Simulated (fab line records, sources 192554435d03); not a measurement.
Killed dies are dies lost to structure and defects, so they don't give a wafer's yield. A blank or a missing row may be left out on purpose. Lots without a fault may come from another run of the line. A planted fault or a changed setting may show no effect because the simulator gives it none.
Chamber matching | flow n5_finfet | N5_SDB_ALD_29 on ald_sin-01: 4 sister chambers
The step deposits SiNx, target thk 30 nm, pulse time 1 s, ald cycles 600. 18 wafers are shown with their chamber, then 9 later ones without.

WAFERS WITH THEIR CHAMBER
wafer  | chamber | heater_power_w (W) | precursor_pulse_height_rel
L075.1 | 2       | 1093               | 1.011
L075.5 | 3       | 924                | 1.014
L075.6 | 0       | 810                | 0.963
L076.1 | 1       | 1019               | 0.985
L076.2 | 2       | 1032               | 0.998
L076.3 | 3       | 928                | 1.017
L076.4 | 0       | 797                | 1.004
L076.5 | 1       | 995                | 0.956
L076.6 | 2       | 1065               | 0.958
L077.1 | 2       | 1019               | 1.021
L077.5 | 3       | 910                | 1.034
L077.6 | 2       | 1064               | 1.010
L082.1 | 2       | 1044               | 1.005
L082.4 | 3       | 918                | 1.004
L082.5 | 3       | 910                | 1.033
L086.1 | 1       | 997                | 1.004
L086.4 | 2       | 1035               | 1.037
L086.5 | 2       | 1052               | 1.009

SIGNATURES (means of the wafers above)
reading                    | chamber 0 | chamber 1 | chamber 2 | chamber 3 | scatter within a chamber
heater_power_w             | 803.50    | 1003.67   | 1050.50   | 918.00    | 18
precursor_pulse_height_rel | 0.98350   | 0.98167   | 1.00612   | 1.02040   | 0.0212
Rule: a wafer's distance from a chamber is the root of the sum, over the readings, of the square of ((its reading less the chamber's mean) divided by the reading's scatter). The wafer belongs to the nearest chamber; if the next one is less than 2 further off, it can't be placed. The scatter: the root of (the sum of the squares of (reading less its chamber's mean) over the shown wafers, divided by (wafers less chambers)).

WAFERS WITHOUT THEIR CHAMBER
wafer  | heater_power_w (W) | precursor_pulse_height_rel
L088.1 | 1000               | 0.999
L088.2 | 1055               | 1.016
L088.6 | 1029               | 1.002
L091.1 | 1062               | 0.954
L091.4 | 935                | 1.009
L091.6 | 1075               | 0.971
L095.2 | 925                | 0.984
L095.3 | 749                | 1.012
L095.6 | 722                | 1.007

WHICH CHAMBER EACH WENT THROUGH
wafer  | from the rows above     | in truth
L088.1 | can't be placed: 1 or 2 | 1
L088.2 | 2                       | 2
L088.6 | can't be placed: 2 or 1 | 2
L091.1 | can't be placed: 2 or 1 | 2
L091.4 | 3                       | 3
L091.6 | can't be placed: 2 or 1 | 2
L095.2 | 3                       | 3
L095.3 | 0                       | 0
L095.6 | 0                       | 0
Placed correctly: 5 of 9. Can't be placed from these rows: 4 (the true chamber is among the candidates in 4). Placed wrongly: 0.
